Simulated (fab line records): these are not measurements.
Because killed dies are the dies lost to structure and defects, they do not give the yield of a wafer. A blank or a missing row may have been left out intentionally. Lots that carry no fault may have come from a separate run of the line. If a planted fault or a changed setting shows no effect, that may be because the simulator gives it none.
What tool caused it? + flow n5_finfet + 36 wafers from 12 lots sampled at 2 of the route's 1938 steps

WHAT THE GAUGES READ, wafer by wafer
N5_BEOL_M9_OCD_MEAS_38.
| lot  | measured     | on     | trench_depth_nm (nm) |
|------|--------------|--------|----------------------|
| L074 | day 9 21:58  | ocd-02 | 152.5 153.6 153.3    |
| L075 | day 10 13:01 | ocd-01 | 151.1 152.7 151.0    |
| L079 | day 11 03:31 | ocd-02 | 152.2 152.7 153.5    |
| L081 | day 11 15:33 | ocd-02 | 149.2 148.7 151.8    |
| L080 | day 11 23:43 | ocd-01 | 151.6 151.4 152.3    |
| L085 | day 12 15:05 | ocd-02 | 152.6 153.5 153.9    |
| L087 | day 13 10:30 | ocd-02 | 146.9 150.8 148.1    |
| L090 | day 13 18:29 | ocd-02 | 148.0 145.1 151.6    |
| L089 | day 14 04:57 | ocd-02 | 148.5 149.0 146.4    |
| L094 | day 14 13:41 | ocd-02 | 144.9 147.8 149.9    |
| L095 | day 15 03:31 | ocd-02 | 151.9 154.5 150.6    |
| L097 | day 15 22:11 | ocd-02 | 149.4 150.1 152.1    |

WHICH TOOL RAN EACH LOT (tool, then ch and the chambers of the sampled wafers, then the start)
| lot  | N5_BEOL_M9_TRENCH_ETCH_37                     |
|------|-----------------------------------------------|
| L074 | rie_diel-01 ch 1,2,3, day 9 21:58 or earlier  |
| L075 | rie_diel-03 ch 0,1, day 10 13:01 or earlier   |
| L079 | rie_diel-01 ch 1,3, day 11 03:31 or earlier   |
| L081 | rie_diel-06 ch 0,1,3, day 11 15:33 or earlier |
| L080 | rie_diel-01 ch 1,2,3, day 11 23:43 or earlier |
| L085 | rie_diel-01 ch 0,1,3, day 12 15:05 or earlier |
| L087 | rie_diel-03 ch 1,2,3, day 13 10:30 or earlier |
| L090 | rie_diel-03 ch 0,2,3, day 13 18:29 or earlier |
| L089 | rie_diel-03 ch 2,3, day 14 04:57 or earlier   |
| L094 | rie_diel-06 ch 0,1,3, day 14 13:41 or earlier |
| L095 | rie_diel-01 ch 1,2,3, day 15 03:31 or earlier |
| L097 | rie_diel-03 ch 0,1, day 15 22:11 or earlier   |
- N5_BEOL_M9_TRENCH_ETCH_37: etches SiCOH lowk in C4F6/O2, target depth 151.43 nm, time 49 s.

THE ANSWER, worked out from the rows above alone
Rule: what is usual is taken from the lots themselves. The widest of any qualifying gaps counts: lots, ordered by their means at a reading, are off when they make up no more than a third of the lots, leave a main group of 4 or more, and stand apart from it by 3 or more times the standard deviation of that group's means. The tables above print the reading to a certain number of digits; a main group whose means all agree to those digits is not used. A lot without any number at a reading at which 4 lots or more have one is off too. Where the step has rows for the other lots, those lots are counted as sound.
No lot is off at any reading shown: from this, nothing can be told.

WHAT THE SIMULATOR HAD INSERTED
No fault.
